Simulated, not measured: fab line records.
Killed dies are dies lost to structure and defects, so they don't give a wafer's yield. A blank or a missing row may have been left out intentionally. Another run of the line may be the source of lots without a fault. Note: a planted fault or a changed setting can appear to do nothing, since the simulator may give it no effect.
Split-lot experiment + flow n5_finfet + route with 1938 steps; 7 lots, 21 wafers read

ABOUT THE SPLIT
At N5_MOL_CONTACT_COAG_ALD_133 (deposits SiO2, target thk 5 nm, pulse time 1 s, co reactant pulse time 1 s), the setting ald_cycles was moved away from the recipe's 35 on 9 of the 21 wafers read, by -14.3% to +8.6%. This setting was run at the recipe's value on the other wafers.

The reading is taken at the split's own step.

THE READING
SiO2_of_MOL_CONTACT_COAG_ALD_133.thk_nm (the simulator's own value, which no gauge read), in nm, at N5_MOL_CONTACT_COAG_ALD_133 (deposits SiO2, target thk 5 nm, pulse time 1 s, co reactant pulse time 1 s). The file does not state a usual value for it.

| wafer  | tool, chamber at the split | ald_cycles as run | against the recipe | SiO2_of_MOL_CONTACT_COAG_ALD_133.thk_nm, nm | against lot-mates on the recipe |
|--------|----------------------------|-------------------|--------------------|---------------------------------------------|---------------------------------|
| L076.1 | ald_sin-03, 3,0            | 35                | recipe             | 5                                           | -                               |
| L076.5 | ald_sin-03, 3,0            | 35                | recipe             | 5                                           | -                               |
| L076.6 | ald_sin-03, 3              | 30                | -14.3%             | 4.4                                         | -0.6                            |
| L078.1 | ald_sin-03, 3,1            | 35                | recipe             | 5                                           | -                               |
| L078.4 | ald_sin-03, 3,1            | 35                | recipe             | 5                                           | -                               |
| L078.2 | ald_sin-03, 0              | 38                | +8.6%              | 5.4                                         | +0.4                            |
| L080.1 | ald_sin-02, 1,3            | 35                | recipe             | 5                                           | -                               |
| L080.5 | ald_sin-02, 1,3            | 35                | recipe             | 5                                           | -                               |
| L080.2 | ald_sin-02, 0              | 38                | +8.6%              | 5.4                                         | +0.4                            |
| L084.2 | ald_sin-02, 3,2,0          | 35                | recipe             | 5                                           | -                               |
| L084.3 | ald_sin-02, 3,2,0          | 35                | recipe             | 5                                           | -                               |
| L084.6 | ald_sin-02, 3,2,0          | 35                | recipe             | 5                                           | -                               |
| L090.1 | ald_sin-02, 2              | 35                | recipe             | 5                                           | -                               |
| L090.3 | ald_sin-02, 3              | 30                | -14.3%             | 4.4                                         | -0.6                            |
| L090.5 | ald_sin-02, 3              | 30                | -14.3%             | 4.2                                         | -0.8                            |
| L093.1 | ald_sin-03, 1              | 35                | recipe             | 5                                           | -                               |
| L093.3 | ald_sin-03, 0              | 37                | +5.7%              | 5.2                                         | +0.2                            |
| L093.4 | ald_sin-03, 3              | 37                | +5.7%              | 5.4                                         | +0.4                            |
| L095.1 | ald_sin-01, 0              | 35                | recipe             | 5                                           | -                               |
| L095.3 | ald_sin-01, 2,0            | 38                | +8.6%              | 5.4                                         | +0.4                            |
| L095.6 | ald_sin-01, 2,0            | 38                | +8.6%              | 5.4                                         | +0.4                            |
The file does not say which wafer passed through which chamber wherever a row lists several chambers: such a row stands for several wafers.

THE FIT
A straight line over all 21 wafers: SiO2_of_MOL_CONTACT_COAG_ALD_133.thk_nm changes by +0.047 nm for each +1% of ald_cycles; r = +0.99; the points scatter about the line by 0.051 nm.
The same after taking each lot's own level away (the mean of its wafers on the recipe; 21 wafers): +0.047 nm for each +1%; r = +0.99; scatter 0.051 nm.
That fit puts the effect of the largest move of ald_cycles on the reading at 0.67 nm.
The lots' own levels span 5.00 to 5.00 nm.
So the lot-to-lot level changes the slope little: the two slopes agree.
Check: with one of the wafers moved furthest among these (-14.3%) left out of the fit, the line predicts -0.693 nm for it against its lot-mates. Against them it came out at -0.6 nm.

OTHER SPLITS APPLIED TO THESE WAFERS
Note: prior to the reading, these wafers also went through further splits. Each is held against what the fit with the lots' levels taken away leaves over:
| other split on the same wafers      | wafers away from the commonest value | r with SiO2_of_MOL_CONTACT_COAG_ALD_133.thk_nm (lot level and that fit taken away) |
|-------------------------------------|--------------------------------------|------------------------------------------------------------------------------------|
| N5_SDB_COAT_03 spin_rpm             | 10                                   | -0.04                                                                              |
| N5_HKMG_FIN_ETCH_54 source_w        | 6                                    | -0.43                                                                              |
| N5_HKMG_FIN_COAT_30 spin_rpm        | 4                                    | +0.13                                                                              |
| N5_MOL_CONTACT_COAG_ETCH_105 bias_w | 11                                   | -0.13                                                                              |

FILE'S OWN FIT
SiO2_of_MOL_CONTACT_COAG_ALD_133.thk_nm changes by +0.0462 nm for each +1% of ald_cycles, r = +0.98.
